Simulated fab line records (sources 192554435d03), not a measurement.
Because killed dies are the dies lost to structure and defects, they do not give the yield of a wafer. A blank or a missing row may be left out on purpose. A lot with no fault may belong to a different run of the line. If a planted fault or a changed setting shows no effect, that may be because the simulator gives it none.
Chamber matching / flow n5Finfet / N5_BEOL_M7_STRIP_36 on rieDiel-03: 4 sister chambers
The step strips in N2/H2. 8 wafers are shown with their chamber, then 10 later ones without.

WAFERS WITH THEIR CHAMBER
wafer=L079.4; chamber=1; drypumpMotorCurrentA (A)=6.6; showerheadPlenumPTorr (Torr)=2.62
wafer=L084.1; chamber=0; drypumpMotorCurrentA (A)=5.7; showerheadPlenumPTorr (Torr)=2.48
wafer=L084.6; chamber=1; drypumpMotorCurrentA (A)=6.6; showerheadPlenumPTorr (Torr)=2.61
wafer=L088.2; chamber=0; drypumpMotorCurrentA (A)=5.6; showerheadPlenumPTorr (Torr)=2.48
wafer=L088.5; chamber=2; drypumpMotorCurrentA (A)=6.4; showerheadPlenumPTorr (Torr)=2.70
wafer=L088.6; chamber=3; drypumpMotorCurrentA (A)=5.8; showerheadPlenumPTorr (Torr)=2.57
wafer=L090.2; chamber=2; drypumpMotorCurrentA (A)=6.4; showerheadPlenumPTorr (Torr)=2.70
wafer=L090.3; chamber=3; drypumpMotorCurrentA (A)=5.8; showerheadPlenumPTorr (Torr)=2.57

WAFERS WHOSE CHAMBER IS MISSING
wafer=L090.6; drypumpMotorCurrentA (A)=6.6; showerheadPlenumPTorr (Torr)=2.60
wafer=L093.1; drypumpMotorCurrentA (A)=6.6; showerheadPlenumPTorr (Torr)=2.60
wafer=L093.5; drypumpMotorCurrentA (A)=5.7; showerheadPlenumPTorr (Torr)=2.57
wafer=L093.6; drypumpMotorCurrentA (A)=6.4; showerheadPlenumPTorr (Torr)=2.70
wafer=L094.1; drypumpMotorCurrentA (A)=5.7; showerheadPlenumPTorr (Torr)=2.57
wafer=L094.3; drypumpMotorCurrentA (A)=6.6; showerheadPlenumPTorr (Torr)=2.60
wafer=L094.4; drypumpMotorCurrentA (A)=5.7; showerheadPlenumPTorr (Torr)=2.47
wafer=L097.3; drypumpMotorCurrentA (A)=5.8; showerheadPlenumPTorr (Torr)=2.57
wafer=L097.4; drypumpMotorCurrentA (A)=5.7; showerheadPlenumPTorr (Torr)=2.47
wafer=L097.6; drypumpMotorCurrentA (A)=5.8; showerheadPlenumPTorr (Torr)=2.57

EACH ONE'S CHAMBER
wafer=L090.6; from the rows above=1; in truth=1
wafer=L093.1; from the rows above=1; in truth=1
wafer=L093.5; from the rows above=3; in truth=3
wafer=L093.6; from the rows above=2; in truth=2
wafer=L094.1; from the rows above=3; in truth=3
wafer=L094.3; from the rows above=1; in truth=1
wafer=L094.4; from the rows above=0; in truth=0
wafer=L097.3; from the rows above=3; in truth=3
wafer=L097.4; from the rows above=0; in truth=0
wafer=L097.6; from the rows above=3; in truth=3
Correctly placed: 10 of 10. Left unplaced by these rows: 0. 0 placed wrongly.
How it was worked out, from the rows above alone: a wafer's distance from a chamber is the root of the sum, over the readings, of the square of ((its reading less the chamber's mean) divided by the reading's scatter). The wafer belongs to the nearest chamber; if the next one is less than 2 further off, it can't be placed. For every chamber, the mean is computed from those of its wafers that are shown. How the scatter is found: for the shown wafers, subtract from each reading the mean of its chamber, square and add these, divide the total by (wafers less chambers), then take the root.
